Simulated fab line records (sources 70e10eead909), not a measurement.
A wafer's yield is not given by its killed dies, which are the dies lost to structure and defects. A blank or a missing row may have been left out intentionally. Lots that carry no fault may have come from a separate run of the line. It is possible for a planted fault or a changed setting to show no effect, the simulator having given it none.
Which of the tools did it? | flow nand-harc | 13 lots, 39 wafers sampled, at 5 steps of a route of 1302

## WHAT THE GAUGES SHOWED, per wafer
NHARC_THIN_TSV_THK_MEAS_02: measures by ir. Usual: thk-nm reads 3016 nm (standard deviation 220).
lot  | measured     | on            | thk-nm (nm)    | flag
L816 | day 25 00:59 | film-metro-01 | 2906 2661 2735 |
L818 | day 25 02:11 | film-metro-01 | 3140 3358 3169 |
L817 | day 25 03:23 | film-metro-02 | 3170 2901 3065 |
L820 | day 25 20:52 | film-metro-02 | 3154 3449 3136 |
L819 | day 26 04:24 | film-metro-02 | 3125 3042 3305 |
L823 | day 26 23:16 | film-metro-02 | 2767 2973 3058 |
L822 | day 27 12:46 | film-metro-01 | 3114 2891 3161 |
L824 | day 27 13:59 | film-metro-01 | 3114 2911 3176 |
L825 | day 28 04:43 | film-metro-01 | 2801 2727 2910 |
L827 | day 28 09:16 | film-metro-02 | 3362 3096 3023 |
L828 | day 28 18:47 | film-metro-02 | 2891 3465 3019 |
L830 | day 29 12:06 | film-metro-01 | 3073 2704 2939 |
L838 | day 32 19:43 | film-metro-01 | 2916 3214 2694 |

NHARC_END_SORT_01. Usual: defect-limited-yield 92.4 %, standard deviation 2.2; killed-at-array 46, standard deviation 15; killed-at-other 1.0, standard deviation 1.3; killed-at-periphery 4, standard deviation 3; killed-dies 51, standard deviation 15; killed-open 3.2, standard deviation 1.8; killed-short 2.5, standard deviation 1.5; sort_bin_2_pct 2.7 %, standard deviation 1.1; sort_bin_3_pct 0.6 %, standard deviation 0.34; sort_bin_4_pct 4.3 %, standard deviation 1.3; sort-n-pass 626, standard deviation 15; sort-rim-yield-pct 89 %, standard deviation 4.4; sort-yield-pct 92.4 %, standard deviation 2.2.
lot  | measured     | on        | defect-limited-yield (%) | killed-at-array | killed-at-other | killed-at-periphery | killed-dies | killed-open | killed-short | sort_bin_2_pct (%) | sort_bin_3_pct (%) | sort_bin_4_pct (%) | sort-n-pass | sort-rim-yield-pct (%) | sort-yield-pct (%) | flag
L817 | day 26 16:31 | prober-01 | 91.1 92.6 90.0           | 58 43 63        | 0 0 0           | 2 7 5               | 60 50 68    | 3 1 6       | 5 1 2        | 3.4 1.9 3.5        | 0.7 0.9 0.4        | 4.7 4.6 6.1        | 617 627 609 | 94 82 92               | 91.1 92.6 90.0     |
L828 | day 29 12:16 | prober-01 | 82.7 77.8 79.9           | 37 38 34        | 76 106 102      | 4 6 0               | 117 150 136 | 2 1 2       | 3 1 1        | 7.2 7.8 7.4        | 4.6 5.6 6.6        | 5.5 8.7 6.1        | 560 527 541 | 75 90 84               | 82.7 77.8 79.9     | OFF
L830 | day 30 03:43 | prober-01 | 79.3 83.9 80.5           | 29 30 22        | 99 73 101       | 12 6 9              | 140 109 132 | 5 3 3       | 3 1 2        | 8.4 6.9 8.9        | 5.9 4.3 5.6        | 6.4 4.9 5.0        | 537 568 545 | 89 79 89               | 79.3 83.9 80.5     | OFF

## WHAT TOOL EACH LOT RAN ON (gives the tool, then ch and the chambers of the sampled wafers, and finally the start)
lot  | NHARC_THIN_TSV_CMP_01         | NHARC_THIN_TSV_DEGAS_49      | NHARC_THIN_TSV_PRE_CLEAN_50
L816 | cmp-02 ch 0,3, day 25 00:43   | pvd-sputter-02, day 25 04:55 | pvd-sputter-02, day 25 05:00
L818 | cmp-04 ch 1,2,3, day 25 01:56 | pvd-sputter-03, day 25 06:20 | pvd-sputter-03, day 25 06:26
L817 | cmp-04 ch 2,3, day 25 03:08   | pvd-sputter-02, day 25 07:22 | pvd-sputter-02, day 25 07:26
L820 | cmp-03 ch 0,1,2, day 25 20:37 | pvd-sputter-03, day 26 00:46 | pvd-sputter-03, day 26 00:51
L819 | cmp-03 ch 0,3, day 26 04:08   | pvd-sputter-01, day 26 08:42 | pvd-sputter-01, day 26 08:47
L823 | cmp-04 ch 0,1, day 26 23:01   | pvd-sputter-02, day 27 03:09 | pvd-sputter-02, day 27 03:14
L822 | cmp-02 ch 0,1, day 27 12:29   | pvd-sputter-03, day 27 16:47 | pvd-sputter-03, day 27 16:53
L824 | cmp-04 ch 1,2,3, day 27 13:43 | pvd-sputter-03, day 27 17:54 | pvd-sputter-03, day 27 17:59
L825 | cmp-02 ch 0,1,3, day 28 04:29 | pvd-sputter-02, day 28 08:43 | pvd-sputter-02, day 28 08:48
L827 | cmp-04 ch 0,1,3, day 28 09:04 | pvd-sputter-03, day 28 12:59 | pvd-sputter-03, day 28 13:04
L828 | cmp-04 ch 0,3, day 28 18:31   | pvd-sputter-03, day 28 22:38 | pvd-sputter-03, day 28 22:45
L830 | cmp-02 ch 1,2,3, day 29 11:53 | pvd-sputter-03, day 29 15:59 | pvd-sputter-03, day 29 16:05
L838 | cmp-02 ch 0,2,3, day 32 19:26 | pvd-sputter-02, day 32 23:32 | pvd-sputter-02, day 32 23:38
- NHARC_THIN_TSV_CMP_01: polishes.
- NHARC_THIN_TSV_DEGAS_49: time 120 s.
- NHARC_THIN_TSV_PRE_CLEAN_50: time 30 s.

## WHAT THE TOOLS THEMSELVES READ (means of the sampled wafers that have a number; where no wafer has one, the mark that the record gives instead)
NHARC_THIN_TSV_CMP_01. Usual: motor-current-A reads 11.4 A (standard deviation 0.83).
lot  | tool   | motor-current-A (A) | flag
L816 | cmp-02 | 12.2                |
L818 | cmp-04 | 11.9                |
L817 | cmp-04 | 11.7                |
L820 | cmp-03 | 10.9                |
L819 | cmp-03 | 11.4                |
L823 | cmp-04 | 11.5                |
L822 | cmp-02 | 12.0                |
L824 | cmp-04 | 11.7                |
L825 | cmp-02 | 11.7                |
L827 | cmp-04 | 11.5                |
L828 | cmp-04 | 11.7                |
L830 | cmp-02 | 11.3                |
L838 | cmp-02 | 11.6                |

NHARC_THIN_TSV_DEGAS_49. Usual: heater-power-w 467 W, standard deviation 40; susceptor-temp-C 300.00 C, standard deviation 0.19.
lot  | tool           | heater-power-w (W) | susceptor-temp-C (C) | flag
L816 | pvd-sputter-02 | 481                | -                    | OFF
L818 | pvd-sputter-03 | 458                | 299.97               |
L817 | pvd-sputter-02 | 460                | 300.03               |
L820 | pvd-sputter-03 | 464                | 299.94               |
L819 | pvd-sputter-01 | 458                | 300.13               |
L823 | pvd-sputter-02 | 457                | 300.09               |
L822 | pvd-sputter-03 | 515                | -                    | OFF
L824 | pvd-sputter-03 | 492                | 300.07               |
L825 | pvd-sputter-02 | 453                | 300.12               |
L827 | pvd-sputter-03 | 501                | 299.82               |
L828 | pvd-sputter-03 | 444                | 299.87               |
L830 | pvd-sputter-03 | 496                | 299.95               |
L838 | pvd-sputter-02 | 450                | 299.91               |

NHARC_THIN_TSV_PRE_CLEAN_50. Usual: heater-power-w 410 W, standard deviation 34; susceptor-temp-C 280.03 C, standard deviation 0.19.
lot  | tool           | heater-power-w (W) | susceptor-temp-C (C) | flag
L816 | pvd-sputter-02 | 404                | 279.91               |
L818 | pvd-sputter-03 | 422                | 280.11               |
L817 | pvd-sputter-02 | 393                | 279.99               |
L820 | pvd-sputter-03 | 415                | 280.09               |
L819 | pvd-sputter-01 | 407                | 279.85               |
L823 | pvd-sputter-02 | 391                | 280.04               |
L822 | pvd-sputter-03 | 431                | 280.13               |
L824 | pvd-sputter-03 | 437                | 280.08               |
L825 | pvd-sputter-02 | 388                | 279.90               |
L827 | pvd-sputter-03 | 415                | 280.08               |
L828 | pvd-sputter-03 | 411                | 280.08               |
L830 | pvd-sputter-03 | 393                | 279.95               |
L838 | pvd-sputter-02 | 409                | 280.07               |

## THE ANSWER, worked out from the rows above alone
Rule: lot off if the mean of its wafers having a number is beyond 3 standard deviations from the usual mean. Also off: a lot with no number at a reading for which 4 or more lots have one. Any other lot the step has rows for is counted as sound. Order of review: gauges by route order, followed by the tools' own readings, for which a lot's mean as printed above is used. At the first step where some lot is off, the reading lying furthest off is the one used; lots without a number count as furthest.
Off, at NHARC_END_SORT_01 on killed-at-other: L828, L830. Neither off nor sound, because the step has no rows for them: L816, L818, L820, L819, L823, L822, L824, L825, L827, L838.
If a tool, at a process step before that reading, ran all the lots that are off and no sound lot after the first of them, it fits. Gauges at NHARC_END_SORT_01: tried the same way as those tools. Undecided on this evidence; 2 tools fit (pvd-sputter-03 at NHARC_THIN_TSV_DEGAS_49 and NHARC_THIN_TSV_PRE_CLEAN_50, prober-01 at NHARC_END_SORT_01).

## WHAT THE SIMULATOR PUT IN
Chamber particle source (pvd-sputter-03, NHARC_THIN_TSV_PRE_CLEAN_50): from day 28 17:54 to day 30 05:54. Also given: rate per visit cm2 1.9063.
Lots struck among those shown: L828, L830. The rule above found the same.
